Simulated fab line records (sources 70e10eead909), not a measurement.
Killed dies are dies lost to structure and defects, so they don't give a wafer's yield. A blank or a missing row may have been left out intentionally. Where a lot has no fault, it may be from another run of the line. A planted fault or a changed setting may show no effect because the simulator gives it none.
Which tool is to blame?    flow nand_harc    36 wafers from 12 lots sampled at 6 of the route's 1302 steps

## WHAT THE GAUGES SHOWED, per wafer
NHARC_P_ZERO_WELL_CD_MEAS_52: target cd 2000 nm. Usual: cd_nm 2000.2 nm, standard deviation 1.5.
lot   measured      on         cd_nm (nm)            flag
L809  day 2 11:49   cd_sem-01  1999.6 2002.6 2001.2  
L810  day 2 21:44   cd_sem-03  2001.1 2001.1 2001.0  
L811  day 3 10:50   cd_sem-01  2000.2 2000.2 2000.0  
L812  day 3 17:52   cd_sem-01  2000.5 1999.7 1997.9  
L813  day 4 03:36   cd_sem-03  1997.3 1998.2 1997.9  
L816  day 5 09:43   cd_sem-03  1454.1 1453.8 1454.0  OFF
L817  day 5 19:47   cd_sem-03  2000.1 2000.8 2001.1  
L821  day 7 11:46   cd_sem-03  1998.4 1999.0 1999.8  
L826  day 9 13:52   cd_sem-02  1999.8 1998.8 1999.5  
L829  day 10 20:11  cd_sem-03  1998.1 1998.6 1999.7  
L830  day 11 05:56  cd_sem-02  1997.7 1998.9 1998.2  
L831  day 11 15:46  cd_sem-02  2001.1 2001.9 2002.0  

NHARC_END_SORT_01. Usual: killed_at_array 44, standard deviation 16; killed_at_other 0.6, standard deviation 1.1; killed_at_periphery 3.9, standard deviation 2.6; killed_dies 48, standard deviation 16; killed_open 3.1, standard deviation 1.9; killed_short 2.4, standard deviation 1.8.
lot   measured      on         killed_at_array  killed_at_other  killed_at_periphery  killed_dies  killed_open  killed_short  flag
L816  day 27 00:02  prober-02  74 60 42         0 0 0            603 617 634          677 677 676  3 1 6        4 4 1         OFF

## WHICH TOOL RAN EACH LOT (tool, then ch and the chambers of the sampled wafers, then the start)
lot   NHARC_P_ZERO_WELL_ETCH_63         NHARC_P_ZERO_WELL_EXPOSE_49        NHARC_P_GATE_DEP_103             NHARC_P_GATE_ETCH_104
L809  rie_si-05 ch 1,2,3, day 2 07:49   krf_scanner-04 ch 0, day 2 11:40   pecvd-01 ch 0,1,2, day 5 08:04   rie_diel-13 ch 0,3, day 5 09:01
L810  rie_si-02 ch 0,2,3, day 2 17:39   krf_scanner-01 ch 0, day 2 21:35   pecvd-01 ch 0,2, day 5 19:31     rie_diel-13 ch 0,2, day 5 20:29
L811  rie_si-06 ch 0,2,3, day 3 03:40   krf_scanner-01 ch 0, day 3 10:41   pecvd-02 ch 0,1,2, day 6 09:38   rie_diel-13 ch 0,1, day 6 10:28
L812  rie_si-06 ch 0,1, day 3 13:39     krf_scanner-02 ch 0, day 3 17:42   pecvd-02 ch 0,1, day 6 18:23     rie_diel-02 ch 0,1,3, day 6 19:21
L813  rie_si-02 ch 0,1,2, day 3 23:31   krf_scanner-04 ch 0, day 4 03:27   pecvd-01 ch 0,1,2, day 7 01:49   rie_diel-05 ch 2,3, day 7 02:46
L816  rie_si-06 ch 0,2,3, day 5 05:37   krf_scanner-01 ch 0, day 5 09:34   -                                -
L817  rie_si-06 ch 0,1,3, day 5 15:42   krf_scanner-02 ch 0, day 5 19:37   pecvd-04 ch 1,2, day 8 18:04     rie_diel-02 ch 0,2,3, day 8 18:53
L821  rie_si-05 ch 1,2, day 7 07:34     krf_scanner-01 ch 0, day 7 11:37   pecvd-01 ch 0,1,2, day 10 13:53  rie_diel-02 ch 0,1,3, day 10 14:47
L826  rie_si-02 ch 1,2,3, day 9 09:40   krf_scanner-02 ch 0, day 9 13:43   pecvd-01 ch 0,2, day 12 08:07    rie_diel-13 ch 0,1,3, day 12 08:57
L829  rie_si-06 ch 0,1, day 10 15:36    krf_scanner-02 ch 0, day 10 20:01  pecvd-02 ch 0,1, day 13 15:23    rie_diel-02 ch 0,1,3, day 13 16:22
L830  rie_si-02 ch 0,1,2, day 11 01:43  krf_scanner-01 ch 0, day 11 05:47  pecvd-04 ch 0,1,2, day 14 04:35  rie_diel-02 ch 0,1,3, day 14 05:32
L831  rie_si-02 ch 0,2, day 11 11:32    krf_scanner-04 ch 0, day 11 15:37  pecvd-04 ch 1,2, day 14 23:02    rie_diel-02 ch 0,1,2, day 15 00:01
- NHARC_P_ZERO_WELL_ETCH_63: etches the open film in HBr/Cl2, target depth 120 nm, time 40.1 s.
- NHARC_P_ZERO_WELL_EXPOSE_49: exposes mask P HVPW, target cd 2000 nm.
- NHARC_P_GATE_DEP_103: deposits SiON, target thk 30 nm.
- NHARC_P_GATE_ETCH_104: etches the open film in CF4/CHF3, target depth 60 nm.

## AS READ BY THE TOOLS THEMSELVES (means over the sampled wafers that have a number; for cases with no such wafer, the mark the record gives instead)
NHARC_P_ZERO_WELL_ETCH_63. Usual: drypump_motor_current_A 5.8 A, standard deviation 0.51; hbr_flow_sccm 150.0 sccm, standard deviation 0.4; mfc_cl2_sccm 49.99 sccm, standard deviation 0.14; oes_product_au 1.003 a.u., standard deviation 0.0082; throttle_valve_pct 26.405 %, standard deviation 0.0087.
lot   tool       drypump_motor_current_A (A)  hbr_flow_sccm (sccm)  mfc_cl2_sccm (sccm)  oes_product_au (a.u.)  throttle_valve_pct (%)  flag
L809  rie_si-05  5.2                          150.4                 50.04                1.010                  26.407                  
L810  rie_si-02  5.7                          150.2                 49.96                0.983                  26.401                  
L811  rie_si-06  6.3                          150.6                 50.01                1.007                  26.399                  
L812  rie_si-06  6.1                          150.2                 49.87                1.012                  26.404                  
L813  rie_si-02  5.5                          150.3                 49.91                0.996                  26.400                  
L816  rie_si-06  6.3                          150.3                 50.18                0.998                  26.406                  
L817  rie_si-06  6.2                          150.2                 49.81                1.008                  26.411                  
L821  rie_si-05  5.0                          150.4                 49.85                1.013                  26.407                  
L826  rie_si-02  6.0                          149.6                 50.05                0.997                  26.411                  
L829  rie_si-06  6.1                          149.9                 50.02                1.000                  26.409                  
L830  rie_si-02  5.5                          149.9                 50.01                1.004                  26.406                  
L831  rie_si-02  5.4                          150.0                 49.97                1.004                  26.402                  

NHARC_P_GATE_DEP_103. Usual: heater_power_w 819 W, standard deviation 100; susceptor_temp_C 399.98 C, standard deviation 0.24.
lot   tool      heater_power_w (W)  susceptor_temp_C (C)  flag
L809  pecvd-01  838                 400.03                
L810  pecvd-01  896                 399.99                
L811  pecvd-02  810                 400.01                
L812  pecvd-02  846                 400.16                
L813  pecvd-01  812                 399.88                
L817  pecvd-04  779                 399.86                
L821  pecvd-01  784                 400.44                
L826  pecvd-01  765                 399.96                
L829  pecvd-02  892                 400.01                
L830  pecvd-04  798                 399.61                
L831  pecvd-04  703                 399.87                

NHARC_P_GATE_ETCH_104. Usual: drypump_motor_current_A 5.5 A, standard deviation 0.34; oes_product_au 0.950 a.u., standard deviation 0.022; rf_vpp_V 370.4 V, standard deviation 2.1; showerhead_plenum_p_Torr 1.57 Torr, standard deviation 0.061; throttle_valve_pct 16.803 %, standard deviation 0.0087.
lot   tool         drypump_motor_current_A (A)  oes_product_au (a.u.)  rf_vpp_V (V)  showerhead_plenum_p_Torr (Torr)  throttle_valve_pct (%)  flag
L809  rie_diel-13  5.6                          0.924                  370.1         1.55                             16.803                  
L810  rie_diel-13  5.4                          0.919                  369.5         1.53                             16.806                  
L811  rie_diel-13  5.2                          0.975                  367.7         1.50                             16.802                  
L812  rie_diel-02  5.7                          0.970                  372.8         1.62                             16.794                  
L813  rie_diel-05  5.7                          0.950                  367.8         1.48                             16.805                  
L817  rie_diel-02  5.7                          0.925                  371.8         1.59                             16.808                  
L821  rie_diel-02  5.7                          0.977                  371.5         1.62                             16.790                  
L826  rie_diel-13  5.4                          0.918                  368.5         1.52                             16.803                  
L829  rie_diel-02  5.7                          0.956                  371.0         1.62                             16.805                  
L830  rie_diel-02  5.7                          0.962                  371.6         1.62                             16.804                  
L831  rie_diel-02  5.4                          0.963                  369.9         1.57                             16.798                  

## THE ANSWER, worked out from the rows above alone
Rule: a lot counts as off when the mean over its wafers that have a number is more than 3 standard deviations away from the usual mean. A lot without any number at a reading at which 4 lots or more have one is off too. Any other lot the step has rows for is counted as sound. The gauges are gone through in route order, then the tools' own readings, and for those a lot's mean is taken as printed above. At the first step where some lot is off, the reading lying furthest off is the one used; lots without a number count as furthest.
Off, at NHARC_P_ZERO_WELL_CD_MEAS_52 on cd_nm: L816.
A tool fits if, at a process step before that reading, it ran every lot that is off, and no sound lot after the first of them. Not tried: the gauges at NHARC_P_ZERO_WELL_CD_MEAS_52; whatever is off there is also off at NHARC_END_SORT_01, on other tools, and gauge error can't account for it. None of those tried fits.

## WHAT HAD BEEN PUT IN BY THE SIMULATOR
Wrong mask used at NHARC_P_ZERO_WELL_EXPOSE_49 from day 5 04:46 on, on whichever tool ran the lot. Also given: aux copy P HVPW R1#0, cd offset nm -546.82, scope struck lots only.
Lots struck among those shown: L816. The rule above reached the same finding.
